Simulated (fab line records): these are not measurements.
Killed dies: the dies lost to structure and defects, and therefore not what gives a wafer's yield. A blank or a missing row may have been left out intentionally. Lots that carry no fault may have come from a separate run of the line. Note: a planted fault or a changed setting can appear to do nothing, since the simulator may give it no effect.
Matching of chambers || flow n5 finfet || N5_BEOL_M0_SAQP_ILD_DEP_01 on pecvd-02: 3 sister chambers
The step deposits SiOC from DEMS/O2, target thk 45.419 nm, time 8.7 s. 18 wafers are shown with their chamber, then 9 later ones without.

== WAFERS PAIRED WITH THEIR CHAMBERS ==
{"wafer": "L074.1", "chamber": 2, "showerhead vpp V (V)": 1330, "throttle valve pct (%)": 10.9, "heater power w (W)": 456}
{"wafer": "L074.4", "chamber": 1, "showerhead vpp V (V)": 1433, "throttle valve pct (%)": 12.4, "heater power w (W)": 490}
{"wafer": "L074.6", "chamber": 2, "showerhead vpp V (V)": 1314, "throttle valve pct (%)": 11.6, "heater power w (W)": 449}
{"wafer": "L075.1", "chamber": 1, "showerhead vpp V (V)": 1428, "throttle valve pct (%)": 12.3, "heater power w (W)": 509}
{"wafer": "L075.2", "chamber": 0, "showerhead vpp V (V)": 1562, "throttle valve pct (%)": 12.5, "heater power w (W)": 460}
{"wafer": "L075.4", "chamber": 2, "showerhead vpp V (V)": 1306, "throttle valve pct (%)": 11.8, "heater power w (W)": 427}
{"wafer": "L078.1", "chamber": 1, "showerhead vpp V (V)": 1431, "throttle valve pct (%)": 12.5, "heater power w (W)": 563}
{"wafer": "L078.3", "chamber": 0, "showerhead vpp V (V)": 1566, "throttle valve pct (%)": 12.3, "heater power w (W)": 502}
{"wafer": "L078.5", "chamber": 1, "showerhead vpp V (V)": 1418, "throttle valve pct (%)": 12.6, "heater power w (W)": 578}
{"wafer": "L080.2", "chamber": 1, "showerhead vpp V (V)": 1422, "throttle valve pct (%)": 12.5, "heater power w (W)": 523}
{"wafer": "L080.4", "chamber": 1, "showerhead vpp V (V)": 1410, "throttle valve pct (%)": 12.2, "heater power w (W)": 531}
{"wafer": "L080.5", "chamber": 0, "showerhead vpp V (V)": 1572, "throttle valve pct (%)": 12.5, "heater power w (W)": 504}
{"wafer": "L084.1", "chamber": 2, "showerhead vpp V (V)": 1312, "throttle valve pct (%)": 11.3, "heater power w (W)": 373}
{"wafer": "L084.2", "chamber": 1, "showerhead vpp V (V)": 1460, "throttle valve pct (%)": 12.4, "heater power w (W)": 594}
{"wafer": "L084.3", "chamber": 0, "showerhead vpp V (V)": 1532, "throttle valve pct (%)": 12.5, "heater power w (W)": 499}
{"wafer": "L086.3", "chamber": 0, "showerhead vpp V (V)": 1553, "throttle valve pct (%)": 12.4, "heater power w (W)": 525}
{"wafer": "L086.4", "chamber": 2, "showerhead vpp V (V)": 1333, "throttle valve pct (%)": 11.5, "heater power w (W)": 426}
{"wafer": "L086.6", "chamber": 1, "showerhead vpp V (V)": 1427, "throttle valve pct (%)": 12.4, "heater power w (W)": 594}

SIGNATURES (means of the wafers above)
{"reading": "showerhead vpp V", "chamber 0": 1557.00, "chamber 1": 1428.62, "chamber 2": 1319.00, "scatter within a chamber": 14.3}
{"reading": "throttle valve pct", "chamber 0": 12.440, "chamber 1": 12.412, "chamber 2": 11.420, "scatter within a chamber": 0.201}
{"reading": "heater power w", "chamber 0": 498.00, "chamber 1": 547.75, "chamber 2": 426.20, "scatter within a chamber": 34.3}
Rule: a wafer lies at a distance from a chamber equal to the root of the sum of squares, over the readings, of (its reading less the chamber's mean, divided by the reading's scatter). The wafer belongs to the nearest chamber; if the next one is less than 2 further off, it can't be placed. How the scatter is found: for the shown wafers, subtract from each reading the mean of its chamber, square and add these, divide the total by (wafers less chambers), then take the root.

== WAFERS WHOSE CHAMBER IS MISSING ==
{"wafer": "L087.1", "showerhead vpp V (V)": 1287, "throttle valve pct (%)": 11.3, "heater power w (W)": 436}
{"wafer": "L087.2", "showerhead vpp V (V)": 1411, "throttle valve pct (%)": 12.6, "heater power w (W)": 594}
{"wafer": "L087.5", "showerhead vpp V (V)": 1564, "throttle valve pct (%)": 12.4, "heater power w (W)": 562}
{"wafer": "L095.1", "showerhead vpp V (V)": 1312, "throttle valve pct (%)": 11.7, "heater power w (W)": 368}
{"wafer": "L095.2", "showerhead vpp V (V)": 1553, "throttle valve pct (%)": 12.3, "heater power w (W)": 569}
{"wafer": "L095.3", "showerhead vpp V (V)": 1437, "throttle valve pct (%)": 12.6, "heater power w (W)": 602}
{"wafer": "L097.2", "showerhead vpp V (V)": 1298, "throttle valve pct (%)": 11.7, "heater power w (W)": 411}
{"wafer": "L097.4", "showerhead vpp V (V)": 1331, "throttle valve pct (%)": 11.5, "heater power w (W)": 421}
{"wafer": "L097.5", "showerhead vpp V (V)": 1551, "throttle valve pct (%)": 12.5, "heater power w (W)": 472}

== EACH ONE'S CHAMBER ==
{"wafer": "L087.1", "from the rows above": 2, "in truth": 2}
{"wafer": "L087.2", "from the rows above": 1, "in truth": 1}
{"wafer": "L087.5", "from the rows above": 0, "in truth": 0}
{"wafer": "L095.1", "from the rows above": 2, "in truth": 2}
{"wafer": "L095.2", "from the rows above": 0, "in truth": 0}
{"wafer": "L095.3", "from the rows above": 1, "in truth": 1}
{"wafer": "L097.2", "from the rows above": 2, "in truth": 2}
{"wafer": "L097.4", "from the rows above": 2, "in truth": 2}
{"wafer": "L097.5", "from the rows above": 0, "in truth": 0}
Correct placement for 9 of the 9. Not placeable from these rows: 0. Wrongly placed: 0.
